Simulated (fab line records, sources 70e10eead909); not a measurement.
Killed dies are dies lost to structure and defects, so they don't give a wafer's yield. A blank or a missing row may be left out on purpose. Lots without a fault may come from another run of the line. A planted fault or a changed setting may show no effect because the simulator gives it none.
Which tool did it? | flow nand_harc | 14 lots, 42 wafers sampled, at 3 steps of a route of 1159

WHAT THE GAUGES READ, wafer by wafer
NHARC_P_STI_CD_MEAS_16. Usual: cd_nm 200 nm, standard deviation 3.2.
lot  | measured    | on        | cd_nm (nm)  | flag
L906 | day 2 08:20 | cd_sem-02 | 196 194 201 |
L908 | day 2 20:30 | cd_sem-01 | 197 198 202 |
L909 | day 3 07:07 | cd_sem-01 | 204 198 196 |
L911 | day 3 17:45 | cd_sem-02 | 203 206 209 |
L912 | day 3 23:20 | cd_sem-03 | 205 199 203 |
L913 | day 4 07:16 | cd_sem-03 | 196 195 202 |
L914 | day 4 11:46 | cd_sem-03 | 198 199 204 |
L916 | day 4 20:08 | cd_sem-01 | 200 200 203 |
L917 | day 5 09:34 | cd_sem-01 | 201 203 200 |
L918 | day 5 13:02 | cd_sem-03 | 205 204 208 |
L919 | day 5 22:18 | cd_sem-02 | 200 198 200 |
L920 | day 6 01:49 | cd_sem-02 | 200 203 201 |
L922 | day 6 14:34 | cd_sem-02 | 201 202 200 |
L923 | day 6 14:25 | cd_sem-02 | 199 196 196 |

WHICH TOOL RAN EACH LOT (tool, then ch and the chambers of the sampled wafers, then the start)
lot  | NHARC_P_STI_OXIDE_29                                          | NHARC_P_STI_ETCH_15
L906 | furnace-05 ch 0, day 1 20:08                                  | rie_si-05 ch 1,3, day 2 08:10
L908 | furnace-04 ch 0, day 2 08:18                                  | rie_si-06 ch 1,2,3, day 2 20:20
L909 | furnace-05 ch 0, day 2 17:22                                  | rie_si-06 ch 1,3, day 3 06:58
L911 | furnace-05 ch 0, day 3 05:43                                  | rie_si-06 ch 0,3, day 3 17:35
L912 | furnace-04 ch 0, day 3 11:17                                  | rie_si-05 ch 0,1,3, day 3 23:10
L913 | furnace-08 ch 0, day 3 19:09                                  | rie_si-05 ch 0,3, day 4 07:07
L914 | furnace-04 ch 0, day 3 23:50                                  | rie_si-06 ch 1,2,3, day 4 11:38
L916 | furnace-04 ch 0, day 4 07:53                                  | rie_si-05 ch 0,2,3, day 4 19:58
L917 | furnace-08 ch 0, day 4 21:04                                  | rie_si-01 ch 0,2,3, day 5 09:25
L918 | furnace-08 ch 0, day 4 21:04 and furnace-05 ch 0, day 5 01:48 | rie_si-06 ch 0,1,3, day 5 12:52
L919 | furnace-04 ch 0, day 5 06:37                                  | rie_si-06 ch 0,1, day 5 22:10
L920 | furnace-08 ch 0, day 5 12:43                                  | rie_si-01 ch 0,1,3, day 6 01:40
L922 | furnace-04 ch 0, day 6 02:19                                  | rie_si-05 ch 0,1,2, day 6 14:25
L923 | furnace-04 ch 0, day 6 02:19                                  | rie_si-06 ch 1,2, day 6 14:15
- NHARC_P_STI_OXIDE_29: material SiO2, target thk 10 nm, ox time 1362 s.
- NHARC_P_STI_ETCH_15: etches the open film in HBr/Cl2, target depth 300 nm, time 100.1 s.

WHAT THE TOOLS THEMSELVES READ (means of the sampled wafers that have a number; where no wafer has one, the mark that the record gives instead)
NHARC_P_STI_OXIDE_29. Usual: spike_tc_bottom_C 915.9 C, standard deviation 2.9; tube_center_temp_C 899.99 C, standard deviation 0.091; zone_power_bottom_pct 29 %, standard deviation 3.2.
lot  | tool                  | spike_tc_bottom_C (C) | tube_center_temp_C (C) | zone_power_bottom_pct (%) | flag
L906 | furnace-05            | 915.2                 | 899.92                 | 31                        |
L908 | furnace-04            | 913.2                 | 899.97                 | 31                        |
L909 | furnace-05            | 915.2                 | 900.01                 | 31                        |
L911 | furnace-05            | 915.5                 | 899.90                 | 31                        |
L912 | furnace-04            | 912.9                 | 899.94                 | 31                        |
L913 | furnace-08            | 920.8                 | 899.97                 | 24                        |
L914 | furnace-04            | 914.5                 | 899.94                 | 31                        |
L916 | furnace-04            | 914.3                 | 899.94                 | 31                        |
L917 | furnace-08            | 921.0                 | 899.94                 | 24                        |
L918 | furnace-08/furnace-05 | 918.2                 | 899.98                 | 28                        |
L919 | furnace-04            | 913.5                 | 899.99                 | 31                        |
L920 | furnace-08            | 920.6                 | 899.99                 | 24                        |
L922 | furnace-04            | 913.8                 | 900.00                 | 31                        |
L923 | furnace-04            | 914.2                 | 899.96                 | 31                        |

NHARC_P_STI_ETCH_15. Usual: drypump_motor_current_A 5.6 A, standard deviation 0.42; oes_product_au 0.999 a.u., standard deviation 0.013; throttle_valve_pct 26.405 %, standard deviation 0.01.
lot  | tool      | drypump_motor_current_A (A) | oes_product_au (a.u.) | throttle_valve_pct (%) | flag
L906 | rie_si-05 | 5.4                         | 0.987                 | 26.401                 |
L908 | rie_si-06 | 5.9                         | 1.004                 | 26.405                 |
L909 | rie_si-06 | 6.1                         | 0.998                 | 26.404                 |
L911 | rie_si-06 | 5.6                         | 0.985                 | 26.405                 |
L912 | rie_si-05 | 5.6                         | 1.008                 | 26.405                 |
L913 | rie_si-05 | 5.8                         | 1.005                 | 26.405                 |
L914 | rie_si-06 | 5.9                         | 1.004                 | 26.411                 |
L916 | rie_si-05 | 5.6                         | 0.996                 | 26.404                 |
L917 | rie_si-01 | 5.1                         | 1.011                 | 26.408                 |
L918 | rie_si-06 | 5.9                         | 0.989                 | 26.405                 |
L919 | rie_si-06 | 5.9                         | 0.988                 | 26.396                 |
L920 | rie_si-01 | 5.2                         | 1.001                 | 26.404                 |
L922 | rie_si-05 | 5.3                         | 0.993                 | 26.410                 |
L923 | rie_si-06 | 6.1                         | 1.005                 | 26.405                 |

THE ANSWER, worked out from the rows above alone
Rule: a lot is off if the mean of its wafers that have a number lies more than 3 standard deviations from the usual mean. A lot without any number at a reading at which 4 lots or more have one is off too. The other lots that the step has rows for count as sound. The gauges are gone through in route order, then the tools' own readings, and for those a lot's mean is taken as printed above. The first step at which some lot is off is used, and at that step the reading that is off furthest; a lot without a number counts as furthest.
No lot is off at any reading shown: from this, nothing can be told.

WHAT THE SIMULATOR HAD PUT IN
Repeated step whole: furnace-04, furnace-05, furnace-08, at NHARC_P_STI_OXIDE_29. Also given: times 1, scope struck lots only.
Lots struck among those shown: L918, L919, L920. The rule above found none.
